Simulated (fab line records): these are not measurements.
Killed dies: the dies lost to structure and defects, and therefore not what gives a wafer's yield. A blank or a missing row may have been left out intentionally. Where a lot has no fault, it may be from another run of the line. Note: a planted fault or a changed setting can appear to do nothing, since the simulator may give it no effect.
Chamber matching -- flow nand_harc -- pecvd-03 running NHARC_A_STAIRCASE_DEP_259: 3 sister chambers
The step deposits SiON, target thk 30 nm. 6 wafers are shown with their chamber, then 7 later ones without.

## EACH WAFER AND ITS CHAMBER
wafer,chamber,heater_power_w (W)
L082.5,0,737
L084.6,0,749
L085.2,2,725
L085.5,1,764
L087.1,2,725
L087.2,1,906

## WAFERS MISSING THEIR CHAMBER
wafer,heater_power_w (W)
L087.3,819
L095.3,728
L095.4,770
L095.5,931
L094.2,826
L094.4,839
L094.6,797

## WHICH CHAMBER EACH WENT THROUGH
wafer,from the rows above,in truth
L087.3,can't be placed: 1 or 0 or 2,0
L095.3,can't be placed: 2 or 0 or 1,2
L095.4,can't be placed: 0 or 2 or 1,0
L095.5,can't be placed: 1 or 0 or 2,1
L094.2,can't be placed: 1 or 0 or 2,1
L094.4,can't be placed: 1 or 0 or 2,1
L094.6,can't be placed: 1 or 0 or 2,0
Correctly placed: 0 of 7. Can't be placed from these rows: 7 (the true chamber is among the candidates in 7). Placed wrongly: 0.
How it was worked out, from the rows above alone: a wafer's distance from a chamber is the root of the sum, over the readings, of the square of ((its reading less the chamber's mean) divided by the reading's scatter). The wafer belongs to the nearest chamber; if the next one is less than 2 further off, it can't be placed. For every chamber, the mean is computed from those of its wafers that are shown. How the scatter is found: for the shown wafers, subtract from each reading the mean of its chamber, square and add these, divide the total by (wafers less chambers), then take the root.
